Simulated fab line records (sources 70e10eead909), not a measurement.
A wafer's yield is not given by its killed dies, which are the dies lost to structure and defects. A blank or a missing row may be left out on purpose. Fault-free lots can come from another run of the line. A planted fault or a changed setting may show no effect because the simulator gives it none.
Problem report in the 8D (eight disciplines) form, filled by code | flow nand harc | the parts of the form that need people (team, actions taken, sign-off) are left out

1. WHAT IS WRONG
Wafers without a fault read 1001 nm, standard deviation 11; thk nm at NHARC_A_ONON_D1_THK_MEAS_24 reads a mean of 291 nm on 6 wafers belonging to 2 lots. Measured from the usual mean, that is -65 standard deviations.
The step: measures by ellipsometry.
Seen first at day 14 04:47 on film metro-01, wafer L940.4. Wafers with a number at this step in the record: 39, from 13 lots. By rule, "out" or "out of limits" means more than 4 standard deviations away from the usual mean. The other wafers with a number count as sound.

2. WHAT IT IS, AND WHAT IT ISN'T
question                    | is                     | is not
which readings at this step | thk nm                 | -
which lots                  | L940, L942             | L926, L928, L929, L930, L931, L933, L935, L937, L939, L948, L949
which wafers of those lots  | all that have a number | -
read on which gauges        | film metro-01          | film metro-02
when                        | from day 14 04:47      | up to then (27 sound wafers); but 6 sound wafers of L948, L949 came after

3. THE SUSPECTS, EACH WITH WHAT RULES IT OUT
Counting: a tool at a process step up to the reading stays a suspect if it ran every lot that is out and no sound lot after the first of them.
- the gauge at NHARC_A_ONON_D1_THK_MEAS_24 is ruled out. All the wafers that are out were read on film metro-01, but those of them that NHARC_END_SORT_01 has rows for are out there too, on other tools.
- pecvd onon-03 at NHARC_A_ONON_D1_DEP_22 (target thk 1000 nm): ruled out as a lasting fault. The sound lots L948 went through it after L940, its earliest lot that is out (day 14 04:28).
Left after counting: nothing in the record.

4. THE CAUSE (what the simulator had put in)
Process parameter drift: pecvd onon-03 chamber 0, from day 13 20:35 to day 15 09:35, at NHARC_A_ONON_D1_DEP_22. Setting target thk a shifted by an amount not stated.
The count ruled it out by mistake, since the rule takes a fault to strike every lot its tool runs from the start of the fault on, and this one did not do so.

5. THE CHAIN OF EFFECTS, in route order
Rows list readings where the struck wafers' mean (over those with a number) sits beyond 3 standard deviations from the usual. Readings are gone through only where the record gives a usual standard deviation; hours: the median, over the lots, of the time from a lot's start at the first step in this table giving one to that lot's start at this step; sigmas: the change measured in usual standard deviations.
hours | step                        | reading         | usual   | on struck wafers | change | sigmas
0     | NHARC_A_ONON_D1_THK_MEAS_24 | thk nm          | 1001 nm | 291              | -710   | -65
382   | NHARC_END_SORT_01           | killed at array | 51      | 672              | +621   | +37
382   | NHARC_END_SORT_01           | killed dies     | 57      | 677              | +620   | +34

6. HOW IT WOULD HAVE BEEN CAUGHT EARLIER
In this record the first reading out of limits at a measuring or inspecting step was taken at day 14 04:47, 8 hours after the fault began at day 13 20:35.
